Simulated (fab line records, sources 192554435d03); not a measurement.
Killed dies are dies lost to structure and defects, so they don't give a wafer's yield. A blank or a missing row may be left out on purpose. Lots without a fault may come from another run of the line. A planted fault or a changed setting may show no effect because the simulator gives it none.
Which tool did it? | flow n5_finfet | 24 lots, 72 wafers sampled, at 4 steps of a route of 1938

WHAT THE GAUGES READ, wafer by wafer
N5_BEOL_M15_INSPECT_30: inspects for defects (macro). Usual: raw_defect_count 2.1, standard deviation 1.4.
lot  | measured     | on                | raw_defect_count | flag
L075 | day 12 00:38 | defect_inspect-01 | 4 3 3            |
L074 | day 12 03:05 | defect_inspect-02 | 2 1 4            |
L077 | day 12 06:31 | defect_inspect-01 | 2 3 2            |
L076 | day 12 09:05 | defect_inspect-02 | 1 2 4            |
L080 | day 12 22:19 | defect_inspect-01 | 2 1 2            |
L079 | day 12 23:39 | defect_inspect-02 | 3 5 1            |
L078 | day 13 02:01 | defect_inspect-01 | 3 2 1            |
L081 | day 13 07:20 | defect_inspect-02 | 2 2 3            |
L082 | day 13 14:55 | defect_inspect-02 | 1 1 4            |
L083 | day 14 00:20 | defect_inspect-02 | 2 1 0            |
L084 | day 14 08:53 | defect_inspect-02 | 1 3 1            |
L086 | day 14 09:16 | defect_inspect-02 | 3 1 2            |
L085 | day 14 12:07 | defect_inspect-02 | 0 3 4            |
L087 | day 15 05:01 | defect_inspect-01 | 3 1 0            |
L090 | day 15 13:31 | defect_inspect-01 | 1 3 3            |
L092 | day 15 15:01 | defect_inspect-01 | 3 2 1            |
L088 | day 15 15:10 | defect_inspect-02 | 3 1 0            |
L089 | day 16 07:01 | defect_inspect-02 | 2 0 1            |
L091 | day 16 14:16 | defect_inspect-02 | 2 0 2            |
L093 | day 16 17:00 | defect_inspect-02 | 1 2 1            |
L094 | day 17 02:11 | defect_inspect-01 | 2 4 5            |
L095 | day 17 04:33 | defect_inspect-02 | 3 1 4            |
L096 | day 17 13:50 | defect_inspect-01 | 2 3 3            |
L097 | day 17 17:52 | defect_inspect-02 | 7 5 1            |

WHICH TOOL RAN EACH LOT (tool, then ch and the chambers of the sampled wafers, then the start)
lot  | N5_BEOL_M15_DESCUM_15              | N5_BEOL_M15_ETCH_59                | N5_BEOL_M15_ETCH_57
L075 | rie_diel-01 ch 0,1, day 11 23:13   | rie_diel-01 ch 0,1, day 11 23:15   | rie_diel-06 ch 0,2,3, day 11 23:49
L074 | rie_diel-01 ch 0,1,2, day 12 01:40 | rie_diel-01 ch 0,1,2, day 12 01:42 | rie_diel-01 ch 0,1,3, day 12 02:16
L077 | rie_diel-05 ch 0,1,3, day 12 04:52 | rie_diel-05 ch 0,1,3, day 12 04:53 | rie_diel-06 ch 0,3, day 12 05:34
L076 | rie_diel-06 ch 2,3, day 12 07:39   | rie_diel-06 ch 2,3, day 12 07:41   | rie_diel-01 ch 0,1,3, day 12 08:16
L080 | rie_diel-05 ch 0,1, day 12 20:46   | rie_diel-05 ch 0,1, day 12 20:48   | rie_diel-05 ch 0,1,2, day 12 21:22
L079 | rie_diel-06 ch 0,2,3, day 12 22:06 | rie_diel-06 ch 0,2,3, day 12 22:08 | rie_diel-05 ch 0,1,2, day 12 22:42
L078 | rie_diel-01 ch 0,2,3, day 13 00:28 | rie_diel-01 ch 0,2,3, day 13 00:30 | rie_diel-01 ch 0,1,3, day 13 01:04
L081 | rie_diel-06 ch 0,1,3, day 13 05:55 | rie_diel-06 ch 0,1,3, day 13 05:57 | rie_diel-05 ch 0,3, day 13 06:31
L082 | rie_diel-01 ch 1,2,3, day 13 13:22 | rie_diel-01 ch 1,2,3, day 13 13:24 | rie_diel-05 ch 0,2, day 13 14:04
L083 | rie_diel-06 ch 0,3, day 13 22:47   | rie_diel-06 ch 0,3, day 13 22:49   | rie_diel-05 ch 0,1,2, day 13 23:23
L084 | rie_diel-06 ch 0,2,3, day 14 07:28 | rie_diel-06 ch 0,2,3, day 14 07:30 | rie_diel-05 ch 0,1, day 14 08:04
L086 | rie_diel-01 ch 2,3, day 14 07:51   | rie_diel-01 ch 2,3, day 14 07:53   | rie_diel-01 ch 0,2, day 14 08:27
L085 | rie_diel-06 ch 0,3, day 14 10:33   | rie_diel-06 ch 0,3, day 14 10:35   | rie_diel-06 ch 0,1, day 14 11:10
L087 | rie_diel-05 ch 0,3, day 15 03:35   | rie_diel-05 ch 0,3, day 15 03:38   | rie_diel-01 ch 1,2,3, day 15 04:11
L090 | rie_diel-05 ch 2,3, day 15 11:56   | rie_diel-05 ch 2,3, day 15 11:58   | rie_diel-05 ch 0,1,3, day 15 12:31
L092 | rie_diel-06 ch 0,1,2, day 15 13:32 | rie_diel-06 ch 0,1,2, day 15 13:34 | rie_diel-06 ch 1,2,3, day 15 14:11
L088 | rie_diel-01 ch 1,2, day 15 13:32   | rie_diel-01 ch 1,2, day 15 13:34   | rie_diel-01 ch 2,3, day 15 14:11
L089 | rie_diel-05 ch 0,1,2, day 16 05:35 | rie_diel-05 ch 0,1,2, day 16 05:38 | rie_diel-06 ch 0,1,2, day 16 06:12
L091 | rie_diel-05 ch 0,1, day 16 12:50   | rie_diel-05 ch 0,1, day 16 12:52   | rie_diel-01 ch 0,1,3, day 16 13:26
L093 | rie_diel-05 ch 2,3, day 16 15:27   | rie_diel-05 ch 2,3, day 16 15:29   | rie_diel-01 ch 1,2, day 16 16:03
L094 | rie_diel-01 ch 0,1, day 17 00:41   | rie_diel-01 ch 0,1, day 17 00:44   | rie_diel-06 ch 0,1,2, day 17 01:22
L095 | rie_diel-01 ch 0,1,2, day 17 03:08 | rie_diel-01 ch 0,1,2, day 17 03:10 | rie_diel-05 ch 0,1, day 17 03:43
L096 | rie_diel-05 ch 1,2, day 17 12:13   | rie_diel-05 ch 1,2, day 17 12:15   | rie_diel-06 ch 0,1,3, day 17 12:53
L097 | rie_diel-05 ch 0,1,2, day 17 16:19 | rie_diel-05 ch 0,1,2, day 17 16:21 | rie_diel-01 ch 1,2, day 17 16:55
- N5_BEOL_M15_DESCUM_15: chemistry O2, time 7.9 s.
- N5_BEOL_M15_ETCH_59: etches BARC in N2/H2, target depth 89 nm, overetch 26.7 nm, time 67.9 s.
- N5_BEOL_M15_ETCH_57: etches SOC in N2/H2, time 750 s.

WHAT THE TOOLS THEMSELVES READ (means of the sampled wafers that have a number; where no wafer has one, the mark that the record gives instead)
N5_BEOL_M15_DESCUM_15. Usual: drypump_motor_current_A 5.9 A, standard deviation 0.38; oes_product_au 0.80 a.u., standard deviation 0.1; rf_vpp_V 243.2 V, standard deviation 1.6; showerhead_plenum_p_Torr 2.09 Torr, standard deviation 0.087; throttle_valve_pct 20.45 %, standard deviation 0.28.
lot  | tool        | drypump_motor_current_A (A) | oes_product_au (a.u.) | rf_vpp_V (V) | showerhead_plenum_p_Torr (Torr) | throttle_valve_pct (%) | flag
L075 | rie_diel-01 | 6.1                         | 0.70                  | 242.2        | 2.03                            | 20.66                  |
L074 | rie_diel-01 | 5.9                         | 0.75                  | 242.0        | 2.03                            | 20.56                  |
L077 | rie_diel-05 | 6.2                         | 0.76                  | 243.9        | 2.15                            | 20.50                  |
L076 | rie_diel-06 | 6.0                         | 0.74                  | 242.2        | 2.03                            | 20.81                  |
L080 | rie_diel-05 | 6.1                         | 0.78                  | 243.9        | 2.12                            | 20.36                  |
L079 | rie_diel-06 | 5.9                         | 0.74                  | 242.3        | 2.02                            | 20.67                  |
L078 | rie_diel-01 | 5.7                         | 0.75                  | 242.4        | 2.06                            | 20.60                  |
L081 | rie_diel-06 | 5.7                         | 0.79                  | 242.8        | 2.06                            | 20.44                  |
L082 | rie_diel-01 | 5.6                         | 0.74                  | 242.3        | 2.09                            | 20.62                  |
L083 | rie_diel-06 | 5.9                         | 0.71                  | 243.0        | 2.06                            | 20.64                  |
L084 | rie_diel-06 | 5.9                         | 0.73                  | 242.3        | 2.01                            | 20.68                  |
L086 | rie_diel-01 | 5.3                         | 0.78                  | 242.2        | 2.09                            | 20.55                  |
L085 | rie_diel-06 | 6.0                         | 0.72                  | 242.7        | 2.07                            | 20.80                  |
L087 | rie_diel-05 | 6.3                         | 0.90                  | 245.3        | 2.19                            | 20.55                  |
L090 | rie_diel-05 | 6.2                         | 0.93                  | 244.8        | 2.20                            | 20.11                  |
L092 | rie_diel-06 | 5.5                         | 0.78                  | 241.3        | 2.00                            | 20.35                  |
L088 | rie_diel-01 | 5.5                         | 0.86                  | 242.4        | 2.04                            | 20.40                  |
L089 | rie_diel-05 | 6.2                         | 0.81                  | 244.7        | 2.17                            | 20.29                  |
L091 | rie_diel-05 | 6.1                         | 0.74                  | 243.5        | 2.11                            | 20.41                  |
L093 | rie_diel-05 | 6.2                         | 0.92                  | 245.4        | 2.20                            | 20.11                  |
L094 | rie_diel-01 | 6.2                         | 0.92                  | 245.4        | 2.17                            | 20.21                  |
L095 | rie_diel-01 | 5.8                         | 0.88                  | 244.0        | 2.10                            | 20.32                  |
L096 | rie_diel-05 | 6.2                         | 0.82                  | 243.6        | 2.17                            | 20.09                  |
L097 | rie_diel-05 | 6.2                         | 0.80                  | 244.2        | 2.16                            | 20.31                  |

N5_BEOL_M15_ETCH_59. Usual: drypump_motor_current_A 5.9 A, standard deviation 0.38; oes_product_au 0.68 a.u., standard deviation 0.082; rf_vpp_V 524 V, standard deviation 3; showerhead_plenum_p_Torr 2.54 Torr, standard deviation 0.1; throttle_valve_pct 17.9 %, standard deviation 0.34.
lot  | tool        | drypump_motor_current_A (A) | oes_product_au (a.u.) | rf_vpp_V (V) | showerhead_plenum_p_Torr (Torr) | throttle_valve_pct (%) | flag
L075 | rie_diel-01 | 6.1                         | 0.60                  | 523          | 2.46                            | 18.1                   |
L074 | rie_diel-01 | 5.9                         | 0.65                  | 522          | 2.45                            | 18.0                   |
L077 | rie_diel-05 | 6.2                         | 0.66                  | 525          | 2.62                            | 18.0                   |
L076 | rie_diel-06 | 6.0                         | 0.63                  | 522          | 2.46                            | 18.3                   |
L080 | rie_diel-05 | 6.2                         | 0.67                  | 525          | 2.59                            | 17.8                   |
L079 | rie_diel-06 | 5.8                         | 0.63                  | 522          | 2.47                            | 18.3                   |
L078 | rie_diel-01 | 5.7                         | 0.64                  | 523          | 2.49                            | 18.0                   |
L081 | rie_diel-06 | 5.7                         | 0.67                  | 522          | 2.52                            | 18.0                   |
L082 | rie_diel-01 | 5.6                         | 0.64                  | 524          | 2.52                            | 18.0                   |
L083 | rie_diel-06 | 5.9                         | 0.62                  | 523          | 2.53                            | 18.3                   |
L084 | rie_diel-06 | 5.8                         | 0.62                  | 522          | 2.46                            | 18.3                   |
L086 | rie_diel-01 | 5.4                         | 0.68                  | 523          | 2.51                            | 17.9                   |
L085 | rie_diel-06 | 6.0                         | 0.61                  | 523          | 2.52                            | 18.4                   |
L087 | rie_diel-05 | 6.3                         | 0.77                  | 527          | 2.68                            | 18.0                   |
L090 | rie_diel-05 | 6.2                         | 0.78                  | 527          | 2.67                            | 17.4                   |
L092 | rie_diel-06 | 5.5                         | 0.67                  | 521          | 2.45                            | 17.9                   |
L088 | rie_diel-01 | 5.5                         | 0.74                  | 522          | 2.47                            | 17.8                   |
L089 | rie_diel-05 | 6.2                         | 0.69                  | 527          | 2.64                            | 17.7                   |
L091 | rie_diel-05 | 6.2                         | 0.64                  | 525          | 2.57                            | 17.9                   |
L093 | rie_diel-05 | 6.2                         | 0.77                  | 528          | 2.66                            | 17.4                   |
L094 | rie_diel-01 | 6.2                         | 0.78                  | 527          | 2.63                            | 17.7                   |
L095 | rie_diel-01 | 5.9                         | 0.74                  | 525          | 2.55                            | 17.7                   |
L096 | rie_diel-05 | 6.2                         | 0.69                  | 527          | 2.63                            | 17.4                   |
L097 | rie_diel-05 | 6.2                         | 0.68                  | 528          | 2.63                            | 17.7                   |

N5_BEOL_M15_ETCH_57. Usual: drypump_motor_current_A 5.9 A, standard deviation 0.39; oes_product_au 0.80 a.u., standard deviation 0.1; rf_vpp_V 524 V, standard deviation 3; showerhead_plenum_p_Torr 2.54 Torr, standard deviation 0.11; throttle_valve_pct 17.8 %, standard deviation 0.34.
lot  | tool        | drypump_motor_current_A (A) | oes_product_au (a.u.) | rf_vpp_V (V) | showerhead_plenum_p_Torr (Torr) | throttle_valve_pct (%) | flag
L075 | rie_diel-06 | 5.8                         | 0.74                  | 522          | 2.47                            | 18.1                   |
L074 | rie_diel-01 | 6.0                         | 0.69                  | 524          | 2.50                            | 18.0                   |
L077 | rie_diel-06 | 5.9                         | 0.73                  | 524          | 2.53                            | 18.2                   |
L076 | rie_diel-01 | 6.0                         | 0.69                  | 522          | 2.50                            | 18.0                   |
L080 | rie_diel-05 | 6.2                         | 0.86                  | 527          | 2.65                            | 17.6                   |
L079 | rie_diel-05 | 6.2                         | 0.85                  | 527          | 2.65                            | 17.6                   |
L078 | rie_diel-01 | 6.0                         | 0.69                  | 523          | 2.50                            | 18.0                   |
L081 | rie_diel-05 | 6.3                         | 0.74                  | 526          | 2.65                            | 18.1                   |
L082 | rie_diel-05 | 6.3                         | 0.90                  | 528          | 2.71                            | 17.7                   |
L083 | rie_diel-05 | 6.2                         | 0.83                  | 526          | 2.64                            | 17.6                   |
L084 | rie_diel-05 | 6.4                         | 0.81                  | 526          | 2.64                            | 17.9                   |
L086 | rie_diel-01 | 5.9                         | 0.74                  | 521          | 2.42                            | 18.0                   |
L085 | rie_diel-06 | 5.4                         | 0.84                  | 522          | 2.50                            | 17.5                   |
L087 | rie_diel-01 | 5.6                         | 0.82                  | 524          | 2.51                            | 17.8                   |
L090 | rie_diel-05 | 6.2                         | 0.84                  | 526          | 2.61                            | 17.8                   |
L092 | rie_diel-06 | 5.7                         | 0.78                  | 521          | 2.44                            | 17.9                   |
L088 | rie_diel-01 | 5.5                         | 0.72                  | 524          | 2.55                            | 17.9                   |
L089 | rie_diel-06 | 5.5                         | 0.77                  | 522          | 2.45                            | 17.8                   |
L091 | rie_diel-01 | 6.0                         | 0.95                  | 526          | 2.60                            | 17.6                   |
L093 | rie_diel-01 | 5.8                         | 0.88                  | 522          | 2.47                            | 17.6                   |
L094 | rie_diel-06 | 5.5                         | 0.77                  | 521          | 2.45                            | 17.8                   |
L095 | rie_diel-05 | 6.2                         | 0.73                  | 524          | 2.57                            | 17.8                   |
L096 | rie_diel-06 | 5.7                         | 0.74                  | 523          | 2.50                            | 17.9                   |
L097 | rie_diel-01 | 5.8                         | 0.86                  | 522          | 2.47                            | 17.6                   |

THE ANSWER, worked out from the rows above alone
Rule: a lot is off if the mean of its wafers that have a number lies more than 3 standard deviations from the usual mean. A lot without any number at a reading at which 4 lots or more have one is off too. The other lots that the step has rows for count as sound. The gauges are gone through in route order, then the tools' own readings, and for those a lot's mean is taken as printed above. The first step at which some lot is off is used, and at that step the reading that is off furthest; a lot without a number counts as furthest.
No lot is off at any reading shown: from this, nothing can be told.

WHAT THE SIMULATOR HAD PUT IN
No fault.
